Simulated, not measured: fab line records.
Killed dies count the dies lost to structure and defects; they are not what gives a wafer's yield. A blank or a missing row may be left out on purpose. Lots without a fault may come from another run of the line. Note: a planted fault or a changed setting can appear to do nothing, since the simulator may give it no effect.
Chamber matching	flow n5 finfet	N5_BEOL_M5_CURE_80 on uv cure-02: 3 sister chambers
The step cures SiCOH lowk, time 120 s. 3 wafers are shown with their chamber, then 9 later ones without.

WAFERS WITH THEIR CHAMBER
wafer	chamber	wafer_temp_C_max
L076.6	2	372.9
L088.3	1	371.3
L090.5	0	371.9

WAFERS WITHOUT THEIR CHAMBER
wafer	wafer_temp_C_max
L092.2	372.2
L092.4	371.6
L092.6	372.0
L095.3	371.8
L095.5	372.0
L095.6	371.7
L096.2	371.8
L096.3	371.2
L096.5	371.5

THE CHAMBER EACH PASSED THROUGH
wafer	from the rows above	in truth
L092.2	0	0
L092.4	can't be placed: 0 or 1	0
L092.6	0	0
L095.3	0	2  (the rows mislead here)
L095.5	0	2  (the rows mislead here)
L095.6	can't be placed: 0 or 1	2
L096.2	0	0
L096.3	1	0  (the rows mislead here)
L096.5	can't be placed: 1 or 0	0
Correct placement for 3 of the 9. Cannot be placed on the basis of these rows: 3; the candidates contain the true chamber in 2. Number placed wrongly: 3.
How it was worked out, from the rows above alone: a wafer's distance from a chamber is the root of the sum, over the readings, of the square of ((its reading less the chamber's mean) divided by the reading's scatter). The wafer belongs to the nearest chamber; if the next one is less than 2 further off, it can't be placed. The mean given for a chamber averages the wafers shown for that chamber. The scatter (one wafer shown for each chamber): square how far every hidden wafer sits from the nearest shown wafer, average those squares and take the square root.
